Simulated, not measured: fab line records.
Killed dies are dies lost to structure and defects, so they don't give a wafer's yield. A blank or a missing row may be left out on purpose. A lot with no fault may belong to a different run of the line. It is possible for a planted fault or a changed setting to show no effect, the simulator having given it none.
Which of the tools did it? || flow nandHarc || 15 lots with 42 wafers sampled at 4 steps, on a route of 1159 steps

== WHAT THE GAUGES READ, wafer by wafer ==
The record holds no reading of a measuring or inspecting step that can be judged against a usual standard deviation.

== TOOL THAT RAN EACH LOT (tool first, then ch and the chambers of the sampled wafers, then the start) ==
{"lot": "L612", "NHARC_A_ZERO_WELL_ETCH_19": "rieDiel-02 ch 1,2,3, day 6 23:42", "NHARC_A_ONON_D1_DEP_33": "pecvd-04 ch 1,2, day 8 11:23", "NHARC_A_CHANNEL_HOLE_D1_SOFTBAKE_05": "lithoTrack-01 ch 0, day 8 14:00", "NHARC_A_CHANNEL_HOLE_D1_DESCUM_15": "rieDiel-12 ch 0,1,2, day 8 15:27"}
{"lot": "L611", "NHARC_A_ZERO_WELL_ETCH_19": "rieDiel-09 ch 0,2,3, day 7 00:10", "NHARC_A_ONON_D1_DEP_33": "pecvd-04 ch 0,1,2, day 8 11:36", "NHARC_A_CHANNEL_HOLE_D1_SOFTBAKE_05": "lithoTrack-06 ch 0, day 8 15:00", "NHARC_A_CHANNEL_HOLE_D1_DESCUM_15": "rieDiel-07 ch 0,2,3, day 8 16:37"}
{"lot": "L614", "NHARC_A_ZERO_WELL_ETCH_19": "rieDiel-11 ch 0,1, day 7 17:14", "NHARC_A_ONON_D1_DEP_33": "pecvd-01 ch 0,1,2, day 9 03:27", "NHARC_A_CHANNEL_HOLE_D1_SOFTBAKE_05": "lithoTrack-06 ch 0, day 9 06:00", "NHARC_A_CHANNEL_HOLE_D1_DESCUM_15": "rieDiel-03 ch 0,1, day 9 06:59"}
{"lot": "L617", "NHARC_A_ZERO_WELL_ETCH_19": "rieDiel-02 ch 2, day 8 08:38", "NHARC_A_ONON_D1_DEP_33": "pecvd-02 ch 1, day 9 17:52", "NHARC_A_CHANNEL_HOLE_D1_SOFTBAKE_05": "lithoTrack-01 ch 0, day 9 20:00", "NHARC_A_CHANNEL_HOLE_D1_DESCUM_15": "rieDiel-12 ch 3, day 9 21:20"}
{"lot": "L618", "NHARC_A_ZERO_WELL_ETCH_19": "rieDiel-09 ch 2, day 8 20:33", "NHARC_A_ONON_D1_DEP_33": "pecvd-02 ch 0, day 10 09:28", "NHARC_A_CHANNEL_HOLE_D1_SOFTBAKE_05": "lithoTrack-01 ch 0, day 10 12:00", "NHARC_A_CHANNEL_HOLE_D1_DESCUM_15": "rieDiel-03 ch 1,2, day 10 13:22"}
{"lot": "L620", "NHARC_A_ZERO_WELL_ETCH_19": "rieDiel-02 ch 0,3, day 9 13:29", "NHARC_A_ONON_D1_DEP_33": "pecvd-04 ch 0,2, day 11 02:01", "NHARC_A_CHANNEL_HOLE_D1_SOFTBAKE_05": "lithoTrack-01 ch 0, day 11 05:00", "NHARC_A_CHANNEL_HOLE_D1_DESCUM_15": "rieDiel-07 ch 1,3, day 11 06:04"}
{"lot": "L622", "NHARC_A_ZERO_WELL_ETCH_19": "rieDiel-02 ch 0,1,2, day 9 21:28", "NHARC_A_ONON_D1_DEP_33": "pecvd-02 ch 1,2, day 11 08:22", "NHARC_A_CHANNEL_HOLE_D1_SOFTBAKE_05": "lithoTrack-06 ch 0, day 11 11:00", "NHARC_A_CHANNEL_HOLE_D1_DESCUM_15": "rieDiel-03 ch 1,3, day 11 12:23"}
{"lot": "L623", "NHARC_A_ZERO_WELL_ETCH_19": "rieDiel-02 ch 0,1,3, day 10 00:38", "NHARC_A_ONON_D1_DEP_33": "pecvd-04 ch 1,2, day 11 08:23", "NHARC_A_CHANNEL_HOLE_D1_SOFTBAKE_05": "lithoTrack-04 ch 0, day 11 11:00", "NHARC_A_CHANNEL_HOLE_D1_DESCUM_15": "rieDiel-12 ch 0,1,3, day 11 12:00"}
{"lot": "L624", "NHARC_A_ZERO_WELL_ETCH_19": "rieDiel-09 ch 0,2,3, day 10 01:28", "NHARC_A_ONON_D1_DEP_33": "pecvd-01 ch 1,2, day 11 16:10", "NHARC_A_CHANNEL_HOLE_D1_SOFTBAKE_05": "lithoTrack-04 ch 0, day 11 18:00", "NHARC_A_CHANNEL_HOLE_D1_DESCUM_15": "rieDiel-03 ch 2,3, day 11 19:34"}
{"lot": "L627", "NHARC_A_ZERO_WELL_ETCH_19": "rieDiel-02 ch 0,1,3, day 10 13:35", "NHARC_A_ONON_D1_DEP_33": "pecvd-01 ch 0,2, day 11 23:21", "NHARC_A_CHANNEL_HOLE_D1_SOFTBAKE_05": "lithoTrack-06 ch 0, day 12 03:00", "NHARC_A_CHANNEL_HOLE_D1_DESCUM_15": "rieDiel-12 ch 1,2,3, day 12 04:09"}
{"lot": "L625", "NHARC_A_ZERO_WELL_ETCH_19": "rieDiel-02 ch 1,2,3, day 10 14:41", "NHARC_A_ONON_D1_DEP_33": "pecvd-04 ch 0,1, day 11 23:05", "NHARC_A_CHANNEL_HOLE_D1_SOFTBAKE_05": "lithoTrack-06 ch 0, day 12 01:00", "NHARC_A_CHANNEL_HOLE_D1_DESCUM_15": "rieDiel-03 ch 0,2,3, day 12 02:32"}
{"lot": "L629", "NHARC_A_ZERO_WELL_ETCH_19": "rieDiel-11 ch 1,2,3, day 10 23:55", "NHARC_A_ONON_D1_DEP_33": "pecvd-01 ch 0,1,2, day 12 10:21", "NHARC_A_CHANNEL_HOLE_D1_SOFTBAKE_05": "lithoTrack-04 ch 0, day 12 13:00", "NHARC_A_CHANNEL_HOLE_D1_DESCUM_15": "rieDiel-03 ch 0,2,3, day 12 13:50"}
{"lot": "L631", "NHARC_A_ZERO_WELL_ETCH_19": "rieDiel-02 ch 0,2,3, day 11 20:07", "NHARC_A_ONON_D1_DEP_33": "pecvd-04 ch 0,1,2, day 13 06:37", "NHARC_A_CHANNEL_HOLE_D1_SOFTBAKE_05": "lithoTrack-04 ch 0, day 13 09:00", "NHARC_A_CHANNEL_HOLE_D1_DESCUM_15": "rieDiel-12 ch 0,1,3, day 13 10:11"}
{"lot": "L633", "NHARC_A_ZERO_WELL_ETCH_19": "rieDiel-11 ch 0,2,3, day 11 21:00", "NHARC_A_ONON_D1_DEP_33": "pecvd-01 ch 0,1,2, day 13 06:46", "NHARC_A_CHANNEL_HOLE_D1_SOFTBAKE_05": "lithoTrack-04 ch 0, day 13 09:00", "NHARC_A_CHANNEL_HOLE_D1_DESCUM_15": "rieDiel-03 ch 0,3, day 13 10:22"}
{"lot": "L632", "NHARC_A_ZERO_WELL_ETCH_19": "rieDiel-11 ch 0,3, day 11 21:32", "NHARC_A_ONON_D1_DEP_33": "pecvd-04 ch 0,1, day 13 07:04", "NHARC_A_CHANNEL_HOLE_D1_SOFTBAKE_05": "lithoTrack-01 ch 0, day 13 11:00", "NHARC_A_CHANNEL_HOLE_D1_DESCUM_15": "rieDiel-03 ch 2,3, day 13 12:12"}
- NHARC_A_ZERO_WELL_ETCH_19: etches the open film in N2/H2, target depth 80 nm, overetch 24 nm, time 87.88 s.
- NHARC_A_ONON_D1_DEP_33: deposits SiO2, target thk 200 nm.
- NHARC_A_CHANNEL_HOLE_D1_SOFTBAKE_05: time 55 s.
- NHARC_A_CHANNEL_HOLE_D1_DESCUM_15: chemistry O2, time 3 s.

== WHAT THE TOOLS THEMSELVES READ (means of the sampled wafers that have a number; where no wafer has one, the mark that the record gives instead) ==
NHARC_A_ZERO_WELL_ETCH_19. Usual: value, then standard deviation, for each; biasW 150.0 W / 0.49; chamberPressureMTorr 30.000 mTorr / 0.029; drypumpMotorCurrentA 5.6 A / 0.44; oesProductAu 1.005 a.u. / 0.008; rfVppV 429.9 V / 2.6; showerheadPlenumPTorr 2.01 Torr / 0.084; throttleValvePct 14.171 % / 0.0096.
{"lot": "L612", "tool": "rieDiel-02", "biasW (W)": 150.0, "chamberPressureMTorr (mTorr)": 30.018, "drypumpMotorCurrentA (A)": 5.2, "oesProductAu (a.u.)": 0.999, "rfVppV (V)": 430.4, "showerheadPlenumPTorr (Torr)": 2.02, "throttleValvePct (%)": 14.175, "flag": ""}
{"lot": "L611", "tool": "rieDiel-09", "biasW (W)": 150.1, "chamberPressureMTorr (mTorr)": 29.979, "drypumpMotorCurrentA (A)": 5.6, "oesProductAu (a.u.)": 1.001, "rfVppV (V)": 432.6, "showerheadPlenumPTorr (Torr)": 2.07, "throttleValvePct (%)": 14.175, "flag": ""}
{"lot": "L614", "tool": "rieDiel-11", "biasW (W)": 150.2, "chamberPressureMTorr (mTorr)": 29.959, "drypumpMotorCurrentA (A)": 6.0, "oesProductAu (a.u.)": 0.996, "rfVppV (V)": 428.1, "showerheadPlenumPTorr (Torr)": 1.98, "throttleValvePct (%)": 14.173, "flag": ""}
{"lot": "L617", "tool": "rieDiel-02", "biasW (W)": 149.4, "chamberPressureMTorr (mTorr)": 30.035, "drypumpMotorCurrentA (A)": 5.3, "oesProductAu (a.u.)": 1.003, "rfVppV (V)": 428.9, "showerheadPlenumPTorr (Torr)": 1.97, "throttleValvePct (%)": 14.164, "flag": ""}
{"lot": "L618", "tool": "rieDiel-09", "biasW (W)": 149.9, "chamberPressureMTorr (mTorr)": 29.992, "drypumpMotorCurrentA (A)": 5.8, "oesProductAu (a.u.)": 0.997, "rfVppV (V)": 435.9, "showerheadPlenumPTorr (Torr)": 2.18, "throttleValvePct (%)": 14.171, "flag": ""}
{"lot": "L620", "tool": "rieDiel-02", "biasW (W)": 150.2, "chamberPressureMTorr (mTorr)": 30.018, "drypumpMotorCurrentA (A)": 5.3, "oesProductAu (a.u.)": 1.007, "rfVppV (V)": 428.8, "showerheadPlenumPTorr (Torr)": 1.98, "throttleValvePct (%)": 14.185, "flag": ""}
{"lot": "L622", "tool": "rieDiel-02", "biasW (W)": 150.2, "chamberPressureMTorr (mTorr)": 30.014, "drypumpMotorCurrentA (A)": 5.6, "oesProductAu (a.u.)": 1.002, "rfVppV (V)": 428.3, "showerheadPlenumPTorr (Torr)": 1.97, "throttleValvePct (%)": 14.174, "flag": ""}
{"lot": "L623", "tool": "rieDiel-02", "biasW (W)": 149.9, "chamberPressureMTorr (mTorr)": 30.001, "drypumpMotorCurrentA (A)": 5.4, "oesProductAu (a.u.)": 1.009, "rfVppV (V)": 430.2, "showerheadPlenumPTorr (Torr)": 2.00, "throttleValvePct (%)": 14.175, "flag": ""}
{"lot": "L624", "tool": "rieDiel-09", "biasW (W)": 149.8, "chamberPressureMTorr (mTorr)": 29.973, "drypumpMotorCurrentA (A)": 5.6, "oesProductAu (a.u.)": 1.010, "rfVppV (V)": 432.6, "showerheadPlenumPTorr (Torr)": 2.07, "throttleValvePct (%)": 14.169, "flag": ""}
{"lot": "L627", "tool": "rieDiel-02", "biasW (W)": 149.8, "chamberPressureMTorr (mTorr)": 30.022, "drypumpMotorCurrentA (A)": 5.5, "oesProductAu (a.u.)": 1.011, "rfVppV (V)": 428.6, "showerheadPlenumPTorr (Torr)": 2.00, "throttleValvePct (%)": 14.167, "flag": ""}
{"lot": "L625", "tool": "rieDiel-02", "biasW (W)": 149.7, "chamberPressureMTorr (mTorr)": 30.008, "drypumpMotorCurrentA (A)": 5.3, "oesProductAu (a.u.)": 1.001, "rfVppV (V)": 429.6, "showerheadPlenumPTorr (Torr)": 2.02, "throttleValvePct (%)": 14.180, "flag": ""}
{"lot": "L629", "tool": "rieDiel-11", "biasW (W)": 150.5, "chamberPressureMTorr (mTorr)": 29.999, "drypumpMotorCurrentA (A)": 5.9, "oesProductAu (a.u.)": 1.000, "rfVppV (V)": 430.5, "showerheadPlenumPTorr (Torr)": 2.03, "throttleValvePct (%)": 14.169, "flag": ""}
{"lot": "L631", "tool": "rieDiel-02", "biasW (W)": 149.9, "chamberPressureMTorr (mTorr)": 29.999, "drypumpMotorCurrentA (A)": 5.3, "oesProductAu (a.u.)": 1.006, "rfVppV (V)": 427.8, "showerheadPlenumPTorr (Torr)": 1.98, "throttleValvePct (%)": 14.175, "flag": ""}
{"lot": "L633", "tool": "rieDiel-11", "biasW (W)": 149.9, "chamberPressureMTorr (mTorr)": 29.998, "drypumpMotorCurrentA (A)": 6.1, "oesProductAu (a.u.)": 1.004, "rfVppV (V)": 428.8, "showerheadPlenumPTorr (Torr)": 1.97, "throttleValvePct (%)": 14.180, "flag": ""}
{"lot": "L632", "tool": "rieDiel-11", "biasW (W)": 149.8, "chamberPressureMTorr (mTorr)": 29.991, "drypumpMotorCurrentA (A)": 5.9, "oesProductAu (a.u.)": 1.000, "rfVppV (V)": 431.3, "showerheadPlenumPTorr (Torr)": 2.04, "throttleValvePct (%)": 14.171, "flag": ""}

NHARC_A_ONON_D1_DEP_33. Usual: heaterPowerOuterW 308 W, standard deviation 65; heaterPowerW 548 W, standard deviation 110; throttleValvePct 15.9 %, standard deviation 0.49.
{"lot": "L612", "tool": "pecvd-04", "heaterPowerOuterW (W)": 377, "heaterPowerW (W)": 682, "throttleValvePct (%)": 15.9, "flag": ""}
{"lot": "L611", "tool": "pecvd-04", "heaterPowerOuterW (W)": 287, "heaterPowerW (W)": 537, "throttleValvePct (%)": 16.0, "flag": ""}
{"lot": "L614", "tool": "pecvd-01", "heaterPowerOuterW (W)": 340, "heaterPowerW (W)": 567, "throttleValvePct (%)": 15.9, "flag": ""}
{"lot": "L617", "tool": "pecvd-02", "heaterPowerOuterW (W)": 277, "heaterPowerW (W)": 492, "throttleValvePct (%)": 15.9, "flag": ""}
{"lot": "L618", "tool": "pecvd-02", "heaterPowerOuterW (W)": 344, "heaterPowerW (W)": 564, "throttleValvePct (%)": 16.7, "flag": ""}
{"lot": "L620", "tool": "pecvd-04", "heaterPowerOuterW (W)": 264, "heaterPowerW (W)": 466, "throttleValvePct (%)": 15.6, "flag": ""}
{"lot": "L622", "tool": "pecvd-02", "heaterPowerOuterW (W)": 309, "heaterPowerW (W)": 555, "throttleValvePct (%)": 15.7, "flag": ""}
{"lot": "L623", "tool": "pecvd-04", "heaterPowerOuterW (W)": 289, "heaterPowerW (W)": 552, "throttleValvePct (%)": 15.5, "flag": ""}
{"lot": "L624", "tool": "pecvd-01", "heaterPowerOuterW (W)": 376, "heaterPowerW (W)": 605, "throttleValvePct (%)": 15.8, "flag": ""}
{"lot": "L627", "tool": "pecvd-01", "heaterPowerOuterW (W)": 362, "heaterPowerW (W)": 558, "throttleValvePct (%)": 15.8, "flag": ""}
{"lot": "L625", "tool": "pecvd-04", "heaterPowerOuterW (W)": 308, "heaterPowerW (W)": 563, "throttleValvePct (%)": 16.4, "flag": ""}
{"lot": "L629", "tool": "pecvd-01", "heaterPowerOuterW (W)": 350, "heaterPowerW (W)": 586, "throttleValvePct (%)": 15.7, "flag": ""}
{"lot": "L631", "tool": "pecvd-04", "heaterPowerOuterW (W)": 283, "heaterPowerW (W)": 538, "throttleValvePct (%)": 15.8, "flag": ""}
{"lot": "L633", "tool": "pecvd-01", "heaterPowerOuterW (W)": 323, "heaterPowerW (W)": 545, "throttleValvePct (%)": 16.0, "flag": ""}
{"lot": "L632", "tool": "pecvd-04", "heaterPowerOuterW (W)": 314, "heaterPowerW (W)": 569, "throttleValvePct (%)": 16.5, "flag": ""}

NHARC_A_CHANNEL_HOLE_D1_SOFTBAKE_05. Usual: heaterPowerTotalW 188.47 W, standard deviation 0.14.
{"lot": "L612", "tool": "lithoTrack-01", "heaterPowerTotalW (W)": 188.38, "flag": ""}
{"lot": "L611", "tool": "lithoTrack-06", "heaterPowerTotalW (W)": 188.68, "flag": ""}
{"lot": "L614", "tool": "lithoTrack-06", "heaterPowerTotalW (W)": 188.38, "flag": ""}
{"lot": "L617", "tool": "lithoTrack-01", "heaterPowerTotalW (W)": 255.98, "flag": "OFF"}
{"lot": "L618", "tool": "lithoTrack-01", "heaterPowerTotalW (W)": 323.00, "flag": "OFF"}
{"lot": "L620", "tool": "lithoTrack-01", "heaterPowerTotalW (W)": 255.60, "flag": "OFF"}
{"lot": "L622", "tool": "lithoTrack-06", "heaterPowerTotalW (W)": 188.56, "flag": ""}
{"lot": "L623", "tool": "lithoTrack-04", "heaterPowerTotalW (W)": 188.44, "flag": ""}
{"lot": "L624", "tool": "lithoTrack-04", "heaterPowerTotalW (W)": 188.56, "flag": ""}
{"lot": "L627", "tool": "lithoTrack-06", "heaterPowerTotalW (W)": 188.35, "flag": ""}
{"lot": "L625", "tool": "lithoTrack-06", "heaterPowerTotalW (W)": 188.51, "flag": ""}
{"lot": "L629", "tool": "lithoTrack-04", "heaterPowerTotalW (W)": 188.47, "flag": ""}
{"lot": "L631", "tool": "lithoTrack-04", "heaterPowerTotalW (W)": 188.35, "flag": ""}
{"lot": "L633", "tool": "lithoTrack-04", "heaterPowerTotalW (W)": 188.49, "flag": ""}
{"lot": "L632", "tool": "lithoTrack-01", "heaterPowerTotalW (W)": 188.39, "flag": ""}

NHARC_A_CHANNEL_HOLE_D1_DESCUM_15. Usual: chamberPressureMTorr 60.00 mTorr, standard deviation 0.059; drypumpMotorCurrentA 5.4 A, standard deviation 0.34; oesProductAu 1.000 a.u., standard deviation 0.0081; rfVppV 58.1 V, standard deviation 0.83; showerheadPlenumPTorr 1.98 Torr, standard deviation 0.056; throttleValvePct 11.311 %, standard deviation 0.0085.
{"lot": "L612", "tool": "rieDiel-12", "chamberPressureMTorr (mTorr)": 60.03, "drypumpMotorCurrentA (A)": 5.6, "oesProductAu (a.u.)": 1.008, "rfVppV (V)": 58.8, "showerheadPlenumPTorr (Torr)": 2.02, "throttleValvePct (%)": 11.308, "flag": ""}
{"lot": "L611", "tool": "rieDiel-07", "chamberPressureMTorr (mTorr)": 60.08, "drypumpMotorCurrentA (A)": 5.8, "oesProductAu (a.u.)": 0.995, "rfVppV (V)": 58.3, "showerheadPlenumPTorr (Torr)": 1.98, "throttleValvePct (%)": 11.310, "flag": ""}
{"lot": "L614", "tool": "rieDiel-03", "chamberPressureMTorr (mTorr)": 59.96, "drypumpMotorCurrentA (A)": 5.4, "oesProductAu (a.u.)": 0.992, "rfVppV (V)": 58.0, "showerheadPlenumPTorr (Torr)": 1.90, "throttleValvePct (%)": 11.314, "flag": ""}
{"lot": "L617", "tool": "rieDiel-12", "chamberPressureMTorr (mTorr)": 60.03, "drypumpMotorCurrentA (A)": 4.9, "oesProductAu (a.u.)": 1.001, "rfVppV (V)": 59.5, "showerheadPlenumPTorr (Torr)": 1.98, "throttleValvePct (%)": 11.316, "flag": ""}
{"lot": "L618", "tool": "rieDiel-03", "chamberPressureMTorr (mTorr)": 59.95, "drypumpMotorCurrentA (A)": 5.5, "oesProductAu (a.u.)": 1.006, "rfVppV (V)": 57.4, "showerheadPlenumPTorr (Torr)": 1.98, "throttleValvePct (%)": 11.305, "flag": ""}
{"lot": "L620", "tool": "rieDiel-07", "chamberPressureMTorr (mTorr)": 59.94, "drypumpMotorCurrentA (A)": 6.1, "oesProductAu (a.u.)": 1.007, "rfVppV (V)": 58.3, "showerheadPlenumPTorr (Torr)": 1.92, "throttleValvePct (%)": 11.317, "flag": ""}
{"lot": "L622", "tool": "rieDiel-03", "chamberPressureMTorr (mTorr)": 59.98, "drypumpMotorCurrentA (A)": 5.2, "oesProductAu (a.u.)": 1.001, "rfVppV (V)": 58.2, "showerheadPlenumPTorr (Torr)": 2.00, "throttleValvePct (%)": 11.312, "flag": ""}
{"lot": "L623", "tool": "rieDiel-12", "chamberPressureMTorr (mTorr)": 60.01, "drypumpMotorCurrentA (A)": 5.3, "oesProductAu (a.u.)": 1.000, "rfVppV (V)": 58.6, "showerheadPlenumPTorr (Torr)": 2.00, "throttleValvePct (%)": 11.314, "flag": ""}
{"lot": "L624", "tool": "rieDiel-03", "chamberPressureMTorr (mTorr)": 59.98, "drypumpMotorCurrentA (A)": 5.1, "oesProductAu (a.u.)": 0.993, "rfVppV (V)": 58.8, "showerheadPlenumPTorr (Torr)": 2.01, "throttleValvePct (%)": 11.313, "flag": ""}
{"lot": "L627", "tool": "rieDiel-12", "chamberPressureMTorr (mTorr)": 60.00, "drypumpMotorCurrentA (A)": 5.4, "oesProductAu (a.u.)": 0.996, "rfVppV (V)": 57.9, "showerheadPlenumPTorr (Torr)": 1.98, "throttleValvePct (%)": 11.314, "flag": ""}
{"lot": "L625", "tool": "rieDiel-03", "chamberPressureMTorr (mTorr)": 60.00, "drypumpMotorCurrentA (A)": 5.3, "oesProductAu (a.u.)": 1.002, "rfVppV (V)": 57.0, "showerheadPlenumPTorr (Torr)": 1.96, "throttleValvePct (%)": 11.301, "flag": ""}
{"lot": "L629", "tool": "rieDiel-03", "chamberPressureMTorr (mTorr)": 59.99, "drypumpMotorCurrentA (A)": 5.3, "oesProductAu (a.u.)": 0.992, "rfVppV (V)": 58.0, "showerheadPlenumPTorr (Torr)": 1.96, "throttleValvePct (%)": 11.312, "flag": ""}
{"lot": "L631", "tool": "rieDiel-12", "chamberPressureMTorr (mTorr)": 60.00, "drypumpMotorCurrentA (A)": 5.3, "oesProductAu (a.u.)": 1.010, "rfVppV (V)": 58.4, "showerheadPlenumPTorr (Torr)": 2.00, "throttleValvePct (%)": 11.309, "flag": ""}
{"lot": "L633", "tool": "rieDiel-03", "chamberPressureMTorr (mTorr)": 60.03, "drypumpMotorCurrentA (A)": 5.1, "oesProductAu (a.u.)": 0.997, "rfVppV (V)": 58.1, "showerheadPlenumPTorr (Torr)": 1.96, "throttleValvePct (%)": 11.320, "flag": ""}
{"lot": "L632", "tool": "rieDiel-03", "chamberPressureMTorr (mTorr)": 59.99, "drypumpMotorCurrentA (A)": 5.1, "oesProductAu (a.u.)": 0.995, "rfVppV (V)": 58.1, "showerheadPlenumPTorr (Torr)": 2.01, "throttleValvePct (%)": 11.314, "flag": ""}

== THE ANSWER, worked out from the rows above alone ==
Rule: take the mean of a lot's wafers that have a number; if it is more than 3 standard deviations from the usual mean, the lot is off. A lot without any number at a reading at which 4 lots or more have one is off too. Any other lot the step has rows for is counted as sound. After the gauges, taken in route order, come the tools' own readings; for these a lot's mean is taken, as printed above. At the first step where some lot is off, the reading lying furthest off is the one used; lots without a number count as furthest.
Off at NHARC_A_CHANNEL_HOLE_D1_SOFTBAKE_05 (heaterPowerTotalW): L617, L618, L620.
A tool fits if, at that step or a process step before it, it ran every lot that is off, and no sound lot after the first of them. Of those tried, none fits.

== WHAT WAS PUT IN BY THE SIMULATOR ==
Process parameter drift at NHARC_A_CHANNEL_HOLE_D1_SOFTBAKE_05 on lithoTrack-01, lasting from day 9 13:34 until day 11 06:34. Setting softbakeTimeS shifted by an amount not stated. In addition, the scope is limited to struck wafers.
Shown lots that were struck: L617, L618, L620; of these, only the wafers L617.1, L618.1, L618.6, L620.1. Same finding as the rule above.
